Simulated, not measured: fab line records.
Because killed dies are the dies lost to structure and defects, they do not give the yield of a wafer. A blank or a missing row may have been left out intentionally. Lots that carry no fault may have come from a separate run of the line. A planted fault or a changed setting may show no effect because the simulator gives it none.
What tool caused it?	flow n5_finfet	8 lots, 21 wafers sampled, at 6 steps of a route of 1938

## WHAT EACH GAUGE READ, for each wafer
N5_BEOL_M4_RC_MEAS_101. Usual: DIBL_N 36.1 mV/V, standard deviation 1.5; DIBL_P 36.1 mV/V, standard deviation 1.9; IOFF_N 0.159 nA/um, standard deviation 0.029; IOFF_P 0.21 nA/um, standard deviation 0.038; ION_N 675 uA/um, standard deviation 11; ION_P 464 uA/um, standard deviation 8.1; SS_N 71.5 mV/dec, standard deviation 0.57; SS_P 73.3 mV/dec, standard deviation 0.64; VT_N 249 mV, standard deviation 3.1; VT_P -250 mV, standard deviation 3.8.
lot	measured	on	DIBL_N (mV/V)	DIBL_P (mV/V)	IOFF_N (nA/um)	IOFF_P (nA/um)	ION_N (uA/um)	ION_P (uA/um)	SS_N (mV/dec)	SS_P (mV/dec)	VT_N (mV)	VT_P (mV)	flag
L818	day 8 09:32	prober-01	37.8 35.9 36.7	37.3 34.2 36.4	0.161 0.137 0.148	0.24 0.19 0.22	666 672 654	464 462 454	71.8 72.3 71.5	73.8 72.5 73.3	249 250 253	-246 -249 -247	
L824	day 10 04:53	prober-02	37.8 36.2 36.9	37.7 35.2 36.1	0.172 0.136 0.151	0.25 0.21 0.23	677 667 676	474 465 466	71.8 71.3 71.4	73.7 73.1 73.1	247 251 249	-246 -249 -247	
L825	day 10 05:15	prober-01	38.4 35.0 34.1	39.8 35.6 34.0	0.223 0.157 0.149	0.27 0.22 0.19	690 676 677	473 471 467	71.5 71.9 71.1	73.7 73.3 72.8	245 247 247	-246 -249 -251	
L830	day 11 15:29	prober-01	34.6 34.1 37.3	33.0 32.4 36.1	0.133 0.122 0.177	0.17 0.16 0.21	675 666 684	462 459 467	70.8 71.0 71.5	72.3 72.4 74.1	248 252 248	-253 -255 -251	
L831	day 12 02:38	prober-01	32.5 35.7	32.2 35.1	0.111 0.150	0.17 0.21	667 663	464 458	70.8 71.1	72.5 73.2	253 249	-254 -248	
L833	day 12 10:04	prober-01	35.3 37.3	36.4 39.1	0.159 0.206	0.21 0.26	688 689	463 468	72.2 72.0	73.5 74.1	248 244	-249 -247	
L835	day 12 17:18	prober-01	37.1 36.9 38.5	36.9 37.2 39.3	0.177 0.184 0.213	0.26 0.28 0.31	686 691 702	476 481 479	72.1 71.4 72.2	73.8 73.1 73.5	245 248 244	-245 -241 -241	
L836	day 13 12:38	prober-02	35.6 34.5	36.6 34.6	0.159 0.131	0.20 0.17	674 664	456 456	71.3 71.1	72.6 73.1	247 252	-252 -255	

N5_BEOL_M9_OCD_MEAS_38. Usual: trench_depth_nm reads 152 nm (standard deviation 3.3).
lot	measured	on	trench_depth_nm (nm)	flag
L818	day 10 02:28	ocd-02	154 149 150	
L824	day 11 20:45	ocd-02	0 0 0	OFF
L825	day 11 21:54	ocd-02	0 0 0	OFF
L830	day 13 12:20	ocd-01	155 155 154	
L831	day 13 19:00	ocd-02	153 153	
L833	day 14 04:46	ocd-02	145 156	
L835	day 14 04:02	ocd-01	149 146 146	
L836	day 15 07:55	ocd-02	147 157	

## TOOL THAT RAN EACH LOT (tool first, then ch and the chambers of the sampled wafers, then the start)
lot	N5_BEOL_M9_DESCUM_33	N5_BEOL_M9_ETCH_65	N5_BEOL_M9_ETCH_66	N5_BEOL_M9_TRENCH_ETCH_37
L818	rie_diel-04 ch 1,2,3, day 10 02:01	rie_diel-04 ch 1,2,3, day 10 02:04	rie_diel-04 ch 1,2,3, day 10 02:05	rie_diel-04 ch 1,2,3, day 10 02:18
L824	rie_diel-04 ch 0,1,3, day 11 20:18	rie_diel-04 ch 0,1,3, day 11 20:21	rie_diel-04 ch 0,1,3, day 11 20:23	rie_diel-04 ch 0,1,3, day 11 20:35
L825	rie_diel-04 ch 1,2,3, day 11 21:26	rie_diel-04 ch 1,2,3, day 11 21:30	rie_diel-04 ch 1,2,3, day 11 21:31	rie_diel-04 ch 1,2,3, day 11 21:44
L830	rie_diel-05 ch 2,3, day 13 11:52	rie_diel-05 ch 2,3, day 13 11:55	rie_diel-05 ch 2,3, day 13 11:57	rie_diel-05 ch 2,3, day 13 12:09
L831	rie_diel-05 ch 2, day 13 18:32	rie_diel-05 ch 2, day 13 18:35	rie_diel-05 ch 2, day 13 18:37	rie_diel-05 ch 2, day 13 18:49
L833	rie_diel-04 ch 1,2, day 14 04:19	rie_diel-04 ch 1,2, day 14 04:22	rie_diel-04 ch 1,2, day 14 04:24	rie_diel-04 ch 1,2, day 14 04:36
L835	rie_diel-04 ch 1,3, day 14 03:34	rie_diel-04 ch 1,3, day 14 03:37	rie_diel-04 ch 1,3, day 14 03:39	rie_diel-04 ch 1,3, day 14 03:51
L836	rie_diel-04 ch 0,1, day 15 07:27	rie_diel-04 ch 0,1, day 15 07:30	rie_diel-04 ch 0,1, day 15 07:32	rie_diel-04 ch 0,1, day 15 07:44
- N5_BEOL_M9_DESCUM_33: chemistry O2, time 7 s.
- N5_BEOL_M9_ETCH_65: etches SiARC in CF4, target depth 15.6 nm, time 26 s.
- N5_BEOL_M9_ETCH_66: etches SOC in N2/H2, target depth 80 nm, overetch 16 nm, time 120 s.
- N5_BEOL_M9_TRENCH_ETCH_37: etches SiCOH lowk in C4F6/O2, target depth 151.43 nm, time 49 s.

## WHAT THE TOOLS THEMSELVES READ (means of the sampled wafers that have a number; where no wafer has one, the mark that the record gives instead)
N5_BEOL_M9_DESCUM_33. Usual: drypump_motor_current_A 5.6 A, standard deviation 0.53; oes_product_au 0.82 a.u., standard deviation 0.11; rf_vpp_V 243.0 V, standard deviation 1.5; showerhead_plenum_p_Torr 2.09 Torr, standard deviation 0.078; throttle_valve_pct 20.3 %, standard deviation 0.32.
lot	tool	drypump_motor_current_A (A)	oes_product_au (a.u.)	rf_vpp_V (V)	showerhead_plenum_p_Torr (Torr)	throttle_valve_pct (%)	flag
L818	rie_diel-04	5.8	0.72	241.8	2.03	20.6	
L824	rie_diel-04	5.4	0.71	240.9	1.99	20.4	
L825	rie_diel-04	5.8	0.71	242.2	2.03	20.6	
L830	rie_diel-05	5.4	0.95	243.7	2.10	19.7	
L831	rie_diel-05	5.7	0.95	244.6	2.14	19.8	
L833	rie_diel-04	5.7	0.83	242.3	2.02	20.5	
L835	rie_diel-04	5.4	0.69	241.2	2.00	20.5	
L836	rie_diel-04	5.0	0.84	243.3	2.11	20.2	

N5_BEOL_M9_ETCH_65. Usual: bias_w 35.99 W, standard deviation 0.1; cf4_flow_sccm 100.0 sccm, standard deviation 0.31; drypump_motor_current_A 5.6 A, standard deviation 0.53; etch_rf_on_time_s 25.6 s, standard deviation 0.7; oes_product_au 0.71 a.u., standard deviation 0.094; rf_vpp_V 184.1 V, standard deviation 1.2; showerhead_plenum_p_Torr 2.13 Torr, standard deviation 0.073; throttle_valve_pct 15.47 %, standard deviation 0.28.
lot	tool	bias_w (W)	cf4_flow_sccm (sccm)	drypump_motor_current_A (A)	etch_rf_on_time_s (s)	oes_product_au (a.u.)	rf_vpp_V (V)	showerhead_plenum_p_Torr (Torr)	throttle_valve_pct (%)	flag
L818	rie_diel-04	35.99	99.8	5.8	25.3	0.63	182.8	2.07	15.74	
L824	rie_diel-04	35.89	100.1	5.4	26.1	0.61	183.2	2.05	15.64	
L825	rie_diel-04	36.03	100.2	5.8	25.8	0.61	183.0	2.07	15.77	
L830	rie_diel-05	36.09	100.2	5.5	25.1	0.82	185.0	2.16	15.01	
L831	rie_diel-05	35.98	99.8	5.7	25.5	0.82	185.4	2.19	15.06	
L833	rie_diel-04	36.11	100.0	5.7	25.6	0.72	183.1	2.07	15.62	
L835	rie_diel-04	36.05	100.2	5.4	26.5	0.59	183.1	2.04	15.71	
L836	rie_diel-04	36.07	100.2	5.0	25.8	0.72	184.4	2.16	15.41	

N5_BEOL_M9_ETCH_66. Usual: bias_w 150.0 W (standard deviation 0.45); chamber_pressure_mTorr 30.000 mTorr (standard deviation 0.027); drypump_motor_current_A 5.6 A (standard deviation 0.54); oes_product_au 0.63 a.u. (standard deviation 0.078); rf_vpp_V 523.5 V (standard deviation 2.7); showerhead_plenum_p_Torr 2.53 Torr (standard deviation 0.096); throttle_valve_pct 17.7 % (standard deviation 0.34).
lot	tool	bias_w (W)	chamber_pressure_mTorr (mTorr)	drypump_motor_current_A (A)	oes_product_au (a.u.)	rf_vpp_V (V)	showerhead_plenum_p_Torr (Torr)	throttle_valve_pct (%)	flag
L818	rie_diel-04	150.1	30.004	5.8	0.56	521.8	2.46	17.9	
L824	rie_diel-04	149.7	29.985	5.4	0.55	520.6	2.42	17.8	
L825	rie_diel-04	150.2	29.996	5.8	0.55	520.7	2.45	18.0	
L830	rie_diel-05	150.1	29.995	5.5	0.72	523.2	2.55	17.1	
L831	rie_diel-05	150.1	29.984	5.7	0.72	524.0	2.59	17.0	
L833	rie_diel-04	150.0	30.013	5.7	0.65	522.8	2.46	17.9	
L835	rie_diel-04	150.4	30.004	5.4	0.54	520.3	2.42	17.9	
L836	rie_diel-04	150.2	30.018	5.0	0.64	524.7	2.55	17.6	

N5_BEOL_M9_TRENCH_ETCH_37. Usual: C4F6_flow_sccm 10.001 sccm, standard deviation 0.029; O2_flow_sccm 10.001 sccm, standard deviation 0.028; drypump_motor_current_A 5.6 A, standard deviation 0.53; oes_o_777_au 0.83 a.u., standard deviation 0.11; oes_product_au 0.82 a.u., standard deviation 0.11; rf_vpp_V 656 V, standard deviation 12; showerhead_plenum_p_Torr 2.83 Torr, standard deviation 0.099; throttle_valve_pct 20.76 %, standard deviation 0.26.
lot	tool	C4F6_flow_sccm (sccm)	O2_flow_sccm (sccm)	drypump_motor_current_A (A)	oes_o_777_au (a.u.)	oes_product_au (a.u.)	rf_vpp_V (V)	showerhead_plenum_p_Torr (Torr)	throttle_valve_pct (%)	flag
L818	rie_diel-04	10.002	9.998	5.8	0.74	0.73	643	2.75	20.98	
L824	rie_diel-04	-	-	-	-	-	-	-	-	OFF
L825	rie_diel-04	-	-	-	-	-	-	-	-	OFF
L830	rie_diel-05	10.009	9.982	5.5	0.94	0.96	658	2.87	20.30	
L831	rie_diel-05	10.047	10.021	5.7	0.96	0.95	664	2.91	20.33	
L833	rie_diel-04	9.986	10.001	5.7	0.86	0.84	642	2.75	20.93	
L835	rie_diel-04	10.009	10.006	5.3	0.71	0.69	643	2.71	20.96	
L836	rie_diel-04	10.014	10.014	5.0	0.82	0.84	656	2.87	20.72	

## THE ANSWER, worked out from the rows above alone
Rule: a lot counts as off when the mean over its wafers that have a number is more than 3 standard deviations away from the usual mean. Also off: a lot with no number at a reading for which 4 or more lots have one. The other lots that the step has rows for count as sound. First the gauges in route order, then the tools' own readings, where a lot's mean is used as printed above. The first step at which some lot is off is used, and at that step the reading that is off furthest; a lot without a number counts as furthest.
Off at N5_BEOL_M9_OCD_MEAS_38 (trench_depth_nm): L824, L825.
A tool fits if, at a process step before that reading, it ran every lot that is off, and no sound lot after the first of them. Not tried: the gauges at N5_BEOL_M9_OCD_MEAS_38; whatever is off there is also off at N5_BEOL_M9_TRENCH_ETCH_37, on other tools, and gauge error can't account for it. None of those tried fits.

## WHAT THE SIMULATOR PUT IN
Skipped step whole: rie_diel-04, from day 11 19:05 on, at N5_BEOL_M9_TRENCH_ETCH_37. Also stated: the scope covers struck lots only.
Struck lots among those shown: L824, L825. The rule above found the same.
